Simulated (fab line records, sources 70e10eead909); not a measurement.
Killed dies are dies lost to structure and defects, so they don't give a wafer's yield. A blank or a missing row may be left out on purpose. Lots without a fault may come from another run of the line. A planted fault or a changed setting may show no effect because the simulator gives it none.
Chamber matching | flow nand_harc | NHARC_A_SGD_CUT_CMP_21 on cmp-01: 4 sister chambers
The step polishes, target thk 148.19 nm. 20 wafers are shown with their chamber, then 10 later ones without.

WAFERS WITH THEIR CHAMBER
wafer  | chamber | motor_current_A (A) | time_to_endpoint_s (s) | edge_zone_pressure_frac
L074.1 | 0       | 11.5                | 48                     | 1.008
L074.3 | 1       | 10.2                | 53                     | 1.006
L074.6 | 1       | 10.7                | 54                     | 1.007
L076.1 | 0       | 11.2                | 47                     | 0.997
L076.3 | 2       | 9.6                 | 55                     | 0.998
L076.5 | 1       | 10.8                | 50                     | 1.006
L079.3 | 3       | 11.4                | 51                     | 1.002
L079.5 | 0       | 11.5                | 50                     | 1.004
L079.6 | 3       | 11.3                | 52                     | 1.004
L083.1 | 3       | 10.6                | 51                     | 1.009
L083.2 | 0       | 11.7                | 44                     | 1.000
L083.4 | 2       | 9.8                 | 54                     | 1.005
L085.3 | 3       | 11.8                | 50                     | 1.001
L085.4 | 1       | 11.0                | 54                     | 1.003
L085.5 | 1       | 10.5                | 53                     | 0.999
L087.1 | 0       | 11.5                | 45                     | 0.986
L087.3 | 3       | 10.8                | 47                     | 0.997
L087.6 | 2       | 9.6                 | 50                     | 0.997
L088.4 | 2       | 9.9                 | 46                     | 1.002
L088.5 | 0       | 11.8                | 43                     | 1.010

SIGNATURES (means of the wafers above)
reading                 | chamber 0 | chamber 1 | chamber 2 | chamber 3 | scatter within a chamber
motor_current_A         | 11.533    | 10.640    | 9.725     | 11.180    | 0.314
time_to_endpoint_s      | 46.17     | 52.80     | 51.25     | 50.20     | 2.64
edge_zone_pressure_frac | 1.00083   | 1.00420   | 1.00050   | 1.00260   | 0.00582
Rule: a wafer's distance from a chamber is the root of the sum, over the readings, of the square of ((its reading less the chamber's mean) divided by the reading's scatter). The wafer belongs to the nearest chamber; if the next one is less than 2 further off, it can't be placed. The scatter: the root of (the sum of the squares of (reading less its chamber's mean) over the shown wafers, divided by (wafers less chambers)).

WAFERS WITHOUT THEIR CHAMBER
wafer  | motor_current_A (A) | time_to_endpoint_s (s) | edge_zone_pressure_frac
L088.6 | 11.8                | 49                     | 0.995
L091.1 | 11.2                | 44                     | 1.003
L091.2 | 10.3                | 48                     | 1.004
L091.5 | 11.4                | 48                     | 1.004
L093.1 | 11.4                | 45                     | 0.999
L093.2 | 10.1                | 48                     | 1.006
L093.6 | 12.4                | 44                     | 0.993
L097.1 | 9.8                 | 53                     | 1.005
L097.3 | 11.4                | 48                     | 1.001
L097.5 | 10.0                | 54                     | 1.003

WHICH CHAMBER EACH WENT THROUGH
wafer  | from the rows above               | in truth
L088.6 | can't be placed: 0 or 3           | 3
L091.1 | can't be placed: 0 or 3           | 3
L091.2 | can't be placed: 1 or 2 or 3 or 0 | 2
L091.5 | can't be placed: 0 or 3           | 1
L093.1 | can't be placed: 0 or 3           | 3
L093.2 | can't be placed: 2 or 1 or 3      | 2
L093.6 | can't be placed: 0 or 3           | 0
L097.1 | can't be placed: 2 or 1           | 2
L097.3 | can't be placed: 0 or 3           | 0
L097.5 | can't be placed: 2 or 1           | 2
Placed correctly: 0 of 10. Can't be placed from these rows: 10 (the true chamber is among the candidates in 9). Placed wrongly: 0.
